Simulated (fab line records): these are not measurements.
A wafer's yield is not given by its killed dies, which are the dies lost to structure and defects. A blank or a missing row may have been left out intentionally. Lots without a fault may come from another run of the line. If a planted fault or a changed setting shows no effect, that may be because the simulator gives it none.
Chamber matching + flow nand harc + 4 sister chambers for NHARC_A_CHANNEL_FILL_D1_ALD_14 on ald hk-03
The step deposits SiO2, target thk 2.5 nm, pulse time 10 s, ald cycles 25. 8 wafers are shown with their chamber, then 7 later ones without.

== WAFERS WITH THEIR CHAMBER ==
| wafer  | chamber | heater power w (W) | precursor pulse height rel |
|--------|---------|--------------------|----------------------------|
| L959.3 | 2       | 514                | 1.033                      |
| L962.2 | 3       | 518                | 1.017                      |
| L962.5 | 1       | 419                | 0.999                      |
| L967.1 | 1       | 417                | 0.998                      |
| L967.2 | 0       | 448                | 1.006                      |
| L967.4 | 3       | 509                | 0.999                      |
| L968.1 | 2       | 523                | 1.020                      |
| L968.2 | 0       | 451                | 0.981                      |

== WAFERS WITH NO CHAMBER GIVEN ==
| wafer  | heater power w (W) | precursor pulse height rel |
|--------|--------------------|----------------------------|
| L968.6 | 520                | 0.971                      |
| L973.1 | 507                | 1.015                      |
| L973.4 | 518                | 0.999                      |
| L973.6 | 453                | 0.991                      |
| L977.1 | 422                | 1.000                      |
| L977.2 | 501                | 1.013                      |
| L977.3 | 513                | 0.974                      |

== WHICH CHAMBER EACH WENT THROUGH ==
| wafer  | from the rows above     | in truth                   |
|--------|-------------------------|----------------------------|
| L968.6 | can't be placed: 3 or 2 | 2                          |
| L973.1 | can't be placed: 3 or 2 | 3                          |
| L973.4 | can't be placed: 3 or 2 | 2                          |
| L973.6 | 0                       | 0                          |
| L977.1 | 1                       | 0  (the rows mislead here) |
| L977.2 | can't be placed: 3 or 2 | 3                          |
| L977.3 | can't be placed: 3 or 2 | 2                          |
Correct placement for 1 of the 7. Unplaceable from these rows: 5, with the true chamber sitting among the candidates in 5. Number placed wrongly: 1.
How it was worked out, from the rows above alone: a wafer's distance from a chamber is the root of the sum, over the readings, of the square of ((its reading less the chamber's mean) divided by the reading's scatter). The wafer belongs to the nearest chamber; if the next one is less than 2 further off, it can't be placed. For every chamber, the mean is computed from those of its wafers that are shown. The scatter: take each reading less its chamber's mean, square it, sum over the shown wafers, divide by the number of wafers less the number of chambers, and take the root.
